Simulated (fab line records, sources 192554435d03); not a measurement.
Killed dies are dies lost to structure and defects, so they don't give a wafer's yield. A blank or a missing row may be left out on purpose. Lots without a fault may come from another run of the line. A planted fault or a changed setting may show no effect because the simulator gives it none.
Split-lot experiment | flow n5_finfet | 7 lots, 39 wafers read, on a route of 1938 steps

THE SPLIT
At N5_BEOL_M6_VIA_ETCH_34 (etches SiCOH lowk in C4F6/O2, target depth 126.3 nm, time 50.9 s), the setting target_depth_a was moved away from the recipe's 1263 angstrom on 18 of the 39 wafers read, by -50.3% to +53.9%. The other wafers ran this setting at the recipe's value.

The reading is taken at the split's own step.

THE READING
SOC_of_BEOL_M6_COAT_63.thk_nm (the simulator's own value, which no gauge read), in nm, at N5_BEOL_M6_VIA_ETCH_34 (etches SiCOH lowk in C4F6/O2, target depth 126.3 nm, time 50.9 s). The file gives no usual value for it. The 21 wafers here that ran the recipe average 54.0 nm, standard deviation 0.26 nm.

wafer  | tool, chamber at the split | target_depth_a as run, angstrom | against the recipe | SOC_of_BEOL_M6_COAT_63.thk_nm, nm | against lot-mates on the recipe
L078.1 | rie_diel-06, 2             | 1002                            | -20.7%             | 56                                | +1.7
L078.2 | rie_diel-06, 0             | 1002                            | -20.7%             | 55.6                              | +1.3
L078.3 | rie_diel-06, 3             | 1002                            | -20.7%             | 55.4                              | +1.1
L078.4 | rie_diel-06, 1             | 1263                            | recipe             | 54.2                              | -
L078.5 | rie_diel-06, 2             | 1263                            | recipe             | 54.6                              | -
L078.6 | rie_diel-06, 3             | 1263                            | recipe             | 54.2                              | -
L085.1 | rie_diel-06, 3             | 1263                            | recipe             | 53.8                              | -
L085.2 | rie_diel-06, 1             | 915.3                           | -27.5%             | 55.8                              | +1.8
L085.3 | rie_diel-06, 2             | 915.3                           | -27.5%             | 55.8                              | +1.8
L085.4 | rie_diel-06, 0             | 915.3                           | -27.5%             | 55.6                              | +1.6
L085.5 | rie_diel-06, 0             | 1263                            | recipe             | 54.2                              | -
L085.6 | rie_diel-06, 3             | 1263                            | recipe             | 54                                | -
L087.1 | rie_diel-02, 1             | 627.3                           | -50.3%             | 57                                | +3.1
L087.2 | rie_diel-02, 2             | 1263                            | recipe             | 54                                | -
L087.3 | rie_diel-02, 0             | 1263                            | recipe             | 53.8                              | -
L087.4 | rie_diel-02, 3             | 1263                            | recipe             | 54                                | -
L087.5 | rie_diel-02, 2             | 627.3                           | -50.3%             | 57                                | +3.1
L087.6 | rie_diel-02, 3             | 627.3                           | -50.3%             | 57                                | +3.1
L084.2 | rie_diel-06, 0             | 1263                            | recipe             | 54.2                              | -
L084.4 | rie_diel-06, 2             | 1263                            | recipe             | 54.2                              | -
L084.5 | rie_diel-06, 1             | 1263                            | recipe             | 54                                | -
L089.1 | rie_diel-05, 1             | 1263                            | recipe             | 54.2                              | -
L089.2 | rie_diel-05, 0             | 1944                            | +53.9%             | 50.2                              | -4.1
L089.3 | rie_diel-05, 3             | 1263                            | recipe             | 54.2                              | -
L089.4 | rie_diel-05, 2             | 1944                            | +53.9%             | 51                                | -3.3
L089.5 | rie_diel-05, 1             | 1263                            | recipe             | 54.4                              | -
L089.6 | rie_diel-05, 2             | 1944                            | +53.9%             | 51.2                              | -3.1
L093.1 | rie_diel-02, 0             | 1263                            | recipe             | 53.8                              | -
L093.2 | rie_diel-02, 2             | 887.8                           | -29.7%             | 56                                | +2.1
L093.3 | rie_diel-02, 1             | 887.8                           | -29.7%             | 55.6                              | +1.7
L093.4 | rie_diel-02, 2             | 1263                            | recipe             | 54                                | -
L093.5 | rie_diel-02, 0             | 1263                            | recipe             | 54                                | -
L093.6 | rie_diel-02, 1             | 887.8                           | -29.7%             | 55.8                              | +1.9
L095.1 | rie_diel-06, 0             | 1025                            | -18.8%             | 54.8                              | +1.1
L095.2 | rie_diel-06, 3             | 1263                            | recipe             | 53.4                              | -
L095.3 | rie_diel-06, 2             | 1263                            | recipe             | 54.2                              | -
L095.4 | rie_diel-06, 1             | 1263                            | recipe             | 53.6                              | -
L095.5 | rie_diel-06, 2             | 1025                            | -18.8%             | 54.8                              | +1.1
L095.6 | rie_diel-06, 3             | 1025                            | -18.8%             | 54.8                              | +1.1

THE FIT
A straight line over all 39 wafers: SOC_of_BEOL_M6_COAT_63.thk_nm changes by -0.0598 nm for each +1% of target_depth_a; r = -0.98; the points scatter about the line by 0.29 nm.
The same after taking each lot's own level away (the mean of its wafers on the recipe; 39 wafers): -0.0628 nm for each +1%; r = -0.99; scatter 0.21 nm.
On that fit, the largest move of target_depth_a shifts the reading by 3.4 nm.
The lots' own levels span 53.73 to 54.33 nm, that is 2.3 times the standard deviation above.
So the lot-to-lot level changes the slope little: the two slopes agree.
Check: with one of the wafers moved furthest among these (+53.9%) left out of the fit, the line predicts -3.24 nm for it against its lot-mates. It came out at -4.07 nm against them.

OTHER SPLITS ON THESE WAFERS
These wafers also went through other splits before the reading. Each is held against what the fit with the lots' levels taken away leaves over:
other split on the same wafers            | wafers away from the commonest value | r with SOC_of_BEOL_M6_COAT_63.thk_nm (lot level and that fit taken away)
N5_SD_EPI_N_DESCUM_14 time_s              | 9                                    | -0.12
N5_HKMG_FIN_ALD_72 ald_cycles             | 15                                   | -0.03
N5_MOL_CONTACT_COAG_PECVD_31 time_s       | 15                                   | -0.08
N5_BEOL_M0_SAQP_DEVELOP_13 develop_time_s | 15                                   | -0.17
N5_BEOL_M4_VIA_ETCH_34 target_depth_a     | 12                                   | -0.23

THE WHOLE CHAIN: every reading that the file lists as answering this split, in the file's order
step                   | what it does                                                     | reading                                                                        | change (the file's fit)                | r (the file's)
N5_BEOL_M6_VIA_ETCH_34 | etches SiCOH lowk in C4F6/O2, target depth 126.3 nm, time 50.9 s | etch.depth_nm (the simulator's own value, which no gauge read)                 | +1.26 nm for each +1% of the setting   | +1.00
N5_BEOL_M6_VIA_ETCH_34 | etches SiCOH lowk in C4F6/O2, target depth 126.3 nm, time 50.9 s | SOC_of_BEOL_M6_COAT_63.thk_nm (the simulator's own value, which no gauge read) | -0.0626 nm for each +1% of the setting | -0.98

THE FILE'S OWN FIT
SOC_of_BEOL_M6_COAT_63.thk_nm changes by -0.0626 nm for each +1% of target_depth_a, r = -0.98.
